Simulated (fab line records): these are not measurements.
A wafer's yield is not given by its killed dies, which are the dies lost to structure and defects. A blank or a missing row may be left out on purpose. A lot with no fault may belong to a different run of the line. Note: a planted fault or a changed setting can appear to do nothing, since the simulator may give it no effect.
Split-lot trial + flow n5_finfet + route with 1938 steps; 7 lots, 39 wafers read

## ABOUT THE SPLIT
At N5_WELL_APT_IMPLANT_32, the setting energy_kev was moved away from the recipe's 50 on 12 of the 39 wafers read, by -6.4% to +15.5%. For the rest of the wafers, this setting stayed at what the recipe calls for.

The reading is taken at the split's own step.

## THE READING
implant.drp_nm (the simulator's own value, which no gauge read), in nm, at N5_WELL_APT_IMPLANT_32. The file gives no usual value for it.

| wafer  | tool, chamber at the split | energy_kev as run | against the recipe | implant.drp_nm, nm | against lot-mates on the recipe |
|--------|----------------------------|-------------------|--------------------|--------------------|---------------------------------|
| L074.1 | implanter-02, 0            | 50                | recipe             | 18.55              | -                               |
| L074.2 | implanter-02, 0            | 50                | recipe             | 18.55              | -                               |
| L074.3 | implanter-02, 0            | 50                | recipe             | 18.55              | -                               |
| L074.4 | implanter-02, 0            | 50                | recipe             | 18.55              | -                               |
| L074.5 | implanter-02, 0            | 50                | recipe             | 18.55              | -                               |
| L074.6 | implanter-02, 0            | 50                | recipe             | 18.55              | -                               |
| L079.1 | implanter-02, 0            | 50                | recipe             | 18.55              | -                               |
| L079.2 | implanter-02, 0            | 50                | recipe             | 18.55              | -                               |
| L079.3 | implanter-02, 0            | 50                | recipe             | 18.55              | -                               |
| L079.4 | implanter-02, 0            | 50                | recipe             | 18.55              | -                               |
| L079.5 | implanter-02, 0            | 50                | recipe             | 18.55              | -                               |
| L079.6 | implanter-02, 0            | 50                | recipe             | 18.55              | -                               |
| L080.1 | implanter-02, 0            | 50                | recipe             | 18.55              | -                               |
| L080.2 | implanter-02, 0            | 50                | recipe             | 18.55              | -                               |
| L080.3 | implanter-02, 0            | 50                | recipe             | 18.55              | -                               |
| L080.4 | implanter-02, 0            | 56.81             | +13.6%             | 20.37              | +1.82                           |
| L080.5 | implanter-02, 0            | 56.81             | +13.6%             | 20.37              | +1.82                           |
| L080.6 | implanter-02, 0            | 56.81             | +13.6%             | 20.37              | +1.82                           |
| L087.1 | implanter-02, 0            | 50                | recipe             | 18.55              | -                               |
| L087.3 | implanter-02, 0            | 50                | recipe             | 18.55              | -                               |
| L087.6 | implanter-02, 0            | 50                | recipe             | 18.55              | -                               |
| L087.2 | implanter-02, 0            | 55.91             | +11.8%             | 20.13              | +1.58                           |
| L087.4 | implanter-02, 0            | 55.91             | +11.8%             | 20.13              | +1.58                           |
| L087.5 | implanter-02, 0            | 55.91             | +11.8%             | 20.13              | +1.58                           |
| L090.4 | implanter-01, 0            | 50                | recipe             | 18.55              | -                               |
| L090.5 | implanter-01, 0            | 50                | recipe             | 18.55              | -                               |
| L090.6 | implanter-01, 0            | 50                | recipe             | 18.55              | -                               |
| L093.1 | implanter-02, 0            | 50                | recipe             | 18.55              | -                               |
| L093.4 | implanter-02, 0            | 50                | recipe             | 18.55              | -                               |
| L093.6 | implanter-02, 0            | 50                | recipe             | 18.55              | -                               |
| L093.2 | implanter-02, 0            | 57.73             | +15.5%             | 20.61              | +2.06                           |
| L093.3 | implanter-02, 0            | 57.73             | +15.5%             | 20.61              | +2.06                           |
| L093.5 | implanter-02, 0            | 57.73             | +15.5%             | 20.61              | +2.06                           |
| L096.1 | implanter-01, 0            | 46.8              | -6.4%              | 17.7               | -0.85                           |
| L096.2 | implanter-01, 0            | 46.8              | -6.4%              | 17.7               | -0.85                           |
| L096.5 | implanter-01, 0            | 46.8              | -6.4%              | 17.7               | -0.85                           |
| L096.3 | implanter-01, 0            | 50                | recipe             | 18.55              | -                               |
| L096.4 | implanter-01, 0            | 50                | recipe             | 18.55              | -                               |
| L096.6 | implanter-01, 0            | 50                | recipe             | 18.55              | -                               |

FIT RESULTS
A straight line over all 39 wafers: implant.drp_nm changes by +0.133 nm for each +1% of energy_kev; r = +1.00; the points scatter about the line by 0.0017 nm.
The same after taking each lot's own level away (the mean of its wafers on the recipe; 39 wafers): +0.133 nm for each +1%; r = +1.00; scatter 0.0017 nm.
That fit puts the effect of the largest move of energy_kev on the reading at 2.1 nm.
The lots' own levels span 18.550 to 18.550 nm.
The two slopes agree, so the slope changes little with the lot-to-lot level.
Check: with one of the wafers moved furthest among these (+15.5%) left out of the fit, the line predicts +2.06 nm for it against its lot-mates. Against them it came out at +2.06 nm.

## THE WHOLE CHAIN: every reading that the file lists as answering this split, in the file's order
| step                   | what it does | reading                                                         | change (the file's fit)               | r (the file's) |
|------------------------|--------------|-----------------------------------------------------------------|---------------------------------------|----------------|
| N5_WELL_APT_IMPLANT_32 |              | implant.rp_nm (the simulator's own value, which no gauge read)  | +0.377 nm for each +1% of the setting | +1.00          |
| N5_WELL_APT_IMPLANT_32 |              | implant.drp_nm (the simulator's own value, which no gauge read) | +0.133 nm for each +1% of the setting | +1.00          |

## FILE'S OWN FIT
implant.drp_nm changes by +0.133 nm for each +1% of energy_kev, r = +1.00.
